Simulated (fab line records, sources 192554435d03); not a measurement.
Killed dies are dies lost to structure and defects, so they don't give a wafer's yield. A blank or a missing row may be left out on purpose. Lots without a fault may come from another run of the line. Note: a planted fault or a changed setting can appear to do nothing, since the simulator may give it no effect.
Matching of chambers + flow n5_finfet + cmp-03 running N5_GATE_CUT_CMP_02: 4 sister chambers
The step polishes, stops on SiO2, t overpolish 12.7 s, target thk 0 nm. 8 wafers are shown with their chamber, then 9 later ones without.

## EACH WAFER AND ITS CHAMBER
| wafer  | chamber | motor_current_A (A) | time_to_endpoint_s (s) |
|--------|---------|---------------------|------------------------|
| L078.3 | 3       | 12.3                | 24                     |
| L079.2 | 3       | 11.6                | 21                     |
| L082.5 | 1       | 7.5                 | 22                     |
| L083.1 | 1       | 7.9                 | 21                     |
| L083.5 | 2       | 9.0                 | 24                     |
| L084.1 | 0       | 9.0                 | 23                     |
| L084.2 | 2       | 8.2                 | 27                     |
| L084.5 | 0       | 9.0                 | 21                     |

## WAFERS WITHOUT THEIR CHAMBER
| wafer  | motor_current_A (A) | time_to_endpoint_s (s) |
|--------|---------------------|------------------------|
| L085.3 | 11.4                | 20                     |
| L085.4 | 7.3                 | 24                     |
| L085.5 | 9.6                 | 22                     |
| L086.3 | 7.3                 | 24                     |
| L086.4 | 8.6                 | 27                     |
| L086.6 | 9.2                 | 26                     |
| L094.1 | 9.6                 | 26                     |
| L094.4 | 8.3                 | 29                     |
| L094.5 | 7.5                 | 27                     |

## WHICH CHAMBER EACH ONE RAN IN
| wafer  | from the rows above          | in truth |
|--------|------------------------------|----------|
| L085.3 | 3                            | 3        |
| L085.4 | can't be placed: 1 or 2      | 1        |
| L085.5 | can't be placed: 0 or 2      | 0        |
| L086.3 | can't be placed: 1 or 2      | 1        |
| L086.4 | 2                            | 2        |
| L086.6 | can't be placed: 2 or 0      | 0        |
| L094.1 | can't be placed: 2 or 0      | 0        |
| L094.4 | 2                            | 2        |
| L094.5 | can't be placed: 2 or 1 or 0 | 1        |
3 of 9 placed correctly. Cannot be placed on the basis of these rows: 6; the candidates contain the true chamber in 6. Number placed wrongly: 0.
How it was worked out, from the rows above alone: a wafer's distance from a chamber is the root of the sum, over the readings, of the square of ((its reading less the chamber's mean) divided by the reading's scatter). If the next closest chamber is less than 2 further off than the closest, the wafer can't be placed; otherwise it belongs to the closest. For every chamber, the mean is computed from those of its wafers that are shown. The scatter: take each reading less its chamber's mean, square it, sum over the shown wafers, divide by the number of wafers less the number of chambers, and take the root.
